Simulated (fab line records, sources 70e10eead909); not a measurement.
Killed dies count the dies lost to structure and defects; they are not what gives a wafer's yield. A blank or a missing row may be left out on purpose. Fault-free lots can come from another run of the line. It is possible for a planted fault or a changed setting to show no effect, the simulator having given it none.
Comparing a struck lot with a sound one	flow nandHarc	33 out of 1159 route steps
Sound: wafers L557.2, L557.5, L557.6. Struck: wafers L574.1, L574.4, L574.6. The cause is given at the end.
Each step with rows lists, per side, the tool, then ch with its chambers, then its first start. Under that, the readings that differ: sound wafers	struck wafers	difference of the means	sigmas: that difference in standard deviations of wafers without a fault.
alike: words and numbers the same on both sides, and readings whose means are apart by under 2 such deviations; not compared: readings that were withheld, readings missing a value for some wafer, numbers with overlapping values and no deviation given by the record, and bounds like >300 which may hide the same value.
The two part at a step that has a row with sigmas, a row that says differs or no value, or rows on one side only. Numbers that have no deviation but don't overlap get no sigmas and don't part them. A reading missing from all wafers of one side parts the sides only when that side holds two or more wafers.

first, 8 steps without rows for these wafers: NHARC_A_BLC_EBR_06; NHARC_A_BLC_EXPOSE_07 (exposes mask A BLC, target cd 100 nm); NHARC_A_BLC_PEB_08 (peb time 65 s); NHARC_A_BLC_DEVELOP_09 (develop time 35 s); NHARC_A_BLC_DESCUM_15 (chemistry O2, time 3 s); NHARC_A_BLC_ETCH_16 (etches the open film in CF4, target depth 39 nm, time 65 s); NHARC_A_BLC_ETCH_17 (etches the open film in N2/H2, target depth 390 nm, time 609.38 s); NHARC_A_BLC_ETCH_18 (etches the open film in C4F8/O2/Ar, target depth 910 nm).
NHARC_A_BLC_STRIP_29: strips in CF4.
  sound on rieDiel-08 ch 1,2,3, day 17 08:04; struck on rieDiel-08 ch 0,2, day 22 01:17
  alike: chamberPressureMTorr, drypumpMotorCurrentA, oesProductAu, rfVppV, showerheadPlenumPTorr, throttleValvePct
  not compared: rfHoursCounterH
then, 23 steps without rows for these wafers: NHARC_A_BLC_STRIP_21 (strips in O2); NHARC_A_BLC_STRIP_22 (strips in post etch residue remover, time 600 s); NHARC_A_BLC_DEGAS_30 (time 60 s); NHARC_A_BLC_PRE_CLEAN_31 (time 15 s); NHARC_A_BLC_PVD_32 (deposits Ti, target thk 5 nm, time 17.7 s); NHARC_A_BLC_ALD_23 (deposits TiN, target thk 3 nm, pulse time 1 s, ald cycles 150); NHARC_A_BLC_CVD_24 (deposits W, target thk 150 nm, time 434 s); NHARC_A_BLC_CMP_25 (polishes, t overpolish 30 s, target thk 150 nm); NHARC_A_BLC_SRD_27; NHARC_A_M0_DEP_00 (deposits SiOC, target thk 150 nm); NHARC_A_M0_DEHYDRATE_01 (time 120 s); NHARC_A_M0_HMDS_02 (time 30 s); NHARC_A_M0_COAT_33 (time 65 s); NHARC_A_M0_COAT_03 (resist thk 90 nm); NHARC_A_M0_SOFTBAKE_04 (time 55 s); NHARC_A_M0_EBR_05; NHARC_A_M0_EXPOSE_06 (exposes mask A M0, target cd 80 nm); NHARC_A_M0_PEB_07 (peb time 65 s); NHARC_A_M0_DEVELOP_08 (develop time 35 s); NHARC_A_M0_DESCUM_14 (chemistry O2, time 3 s); NHARC_A_M0_ETCH_34 (etches the open film in N2/H2, target depth 40 nm, overetch 12 nm, time 43.94 s); NHARC_A_M0_ETCH_15 (etches the open film in C4F8/Ar, target depth 150 nm, overetch 15 nm, time 82.5 s); NHARC_A_M0_STRIP_18 (strips in N2/H2).
NHARC_END_SORT_01:
  here the record holds rows for the struck wafers (prober-01 ch 0, day 23 20:38) but none for the sound ones

WHERE THEY PART
Only at NHARC_END_SORT_01, as far as this record shows.

WHY: the cause the simulator had injected
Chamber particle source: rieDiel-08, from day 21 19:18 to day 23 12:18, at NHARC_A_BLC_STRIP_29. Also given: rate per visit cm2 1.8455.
